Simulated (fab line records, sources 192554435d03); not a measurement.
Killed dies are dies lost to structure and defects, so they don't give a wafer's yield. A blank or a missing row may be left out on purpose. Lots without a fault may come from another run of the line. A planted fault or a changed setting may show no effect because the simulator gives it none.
Chamber matching | flow n5_finfet | N5_BEOL_M15_DEP_53 on pecvd-02: 3 sister chambers
The step deposits SiCN from 3MS/NH3, target thk 50 nm, time 17.8 s. 6 wafers are shown with their chamber, then 7 later ones without.

WAFERS WITH THEIR CHAMBER
wafer  | chamber | showerhead_plenum_p_Torr (Torr) | throttle_valve_pct (%)
L080.5 | 2       | 4.170                           | 17.7
L084.2 | 2       | 4.175                           | 18.1
L091.4 | 0       | 4.155                           | 17.9
L091.5 | 1       | 4.156                           | 18.4
L095.4 | 0       | 4.162                           | 17.9
L095.5 | 1       | 4.145                           | 18.4

WAFERS WITHOUT THEIR CHAMBER
wafer  | showerhead_plenum_p_Torr (Torr) | throttle_valve_pct (%)
L095.6 | 4.179                           | 17.8
L096.1 | 4.172                           | 18.1
L096.3 | 4.152                           | 18.5
L096.5 | 4.176                           | 17.7
L097.2 | 4.169                           | 17.9
L097.3 | 4.182                           | 18.0
L097.6 | 4.178                           | 18.1

WHICH CHAMBER EACH WENT THROUGH
wafer  | from the rows above     | in truth
L095.6 | 2                       | 2
L096.1 | can't be placed: 2 or 0 | 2
L096.3 | 1                       | 1
L096.5 | can't be placed: 2 or 0 | 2
L097.2 | can't be placed: 2 or 0 | 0
L097.3 | 2                       | 2
L097.6 | 2                       | 2
Placed correctly: 4 of 7. Can't be placed from these rows: 3 (the true chamber is among the candidates in 3). Placed wrongly: 0.
How it was worked out, from the rows above alone: a wafer's distance from a chamber is the root of the sum, over the readings, of the square of ((its reading less the chamber's mean) divided by the reading's scatter). The wafer belongs to the nearest chamber; if the next one is less than 2 further off, it can't be placed. A chamber's mean is the mean of its shown wafers. The scatter: the root of (the sum of the squares of (reading less its chamber's mean) over the shown wafers, divided by (wafers less chambers)).
